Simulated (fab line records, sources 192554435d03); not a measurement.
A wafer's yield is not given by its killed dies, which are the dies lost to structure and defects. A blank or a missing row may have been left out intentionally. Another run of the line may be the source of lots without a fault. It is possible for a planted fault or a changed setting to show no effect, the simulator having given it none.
Matching of chambers	flow n5_finfet	N5_BEOL_M8_STRIP_19 on rie_diel-06: 4 sister chambers
The step strips in O2. 4 wafers are shown with their chamber, then 11 later ones without.

WAFERS PAIRED WITH THEIR CHAMBERS
wafer	chamber	drypump_motor_current_A (A)
L084.6	3	5.95
L086.3	0	6.09
L092.5	2	5.54
L094.2	1	5.41

WAFERS WHOSE CHAMBER IS MISSING
wafer	drypump_motor_current_A (A)
L094.4	5.92
L094.6	5.40
L097.1	5.42
L097.2	5.92
L097.3	5.56
L097.4	6.02
L097.5	5.92
L097.6	5.99
L096.1	5.39
L096.5	5.91
L096.6	6.00

CHAMBER TAKEN BY EACH
wafer	from the rows above	in truth
L094.4	3	3
L094.6	1	1
L097.1	1	1
L097.2	3	3
L097.3	2	2
L097.4	can't be placed: 3 or 0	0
L097.5	3	3
L097.6	can't be placed: 3 or 0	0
L096.1	1	1
L096.5	3	3
L096.6	can't be placed: 3 or 0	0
Correct placement for 8 of the 11. Can't be placed from these rows: 3 (the true chamber is among the candidates in 3). Placed wrongly: 0.
How it was worked out, from the rows above alone: a wafer's distance from a chamber is the root of the sum, over the readings, of the square of ((its reading less the chamber's mean) divided by the reading's scatter). The wafer belongs to the nearest chamber; if the next one is less than 2 further off, it can't be placed. A chamber's mean is the mean of its shown wafers. The scatter (one wafer shown for each chamber): square how far every hidden wafer sits from the nearest shown wafer, average those squares and take the square root.
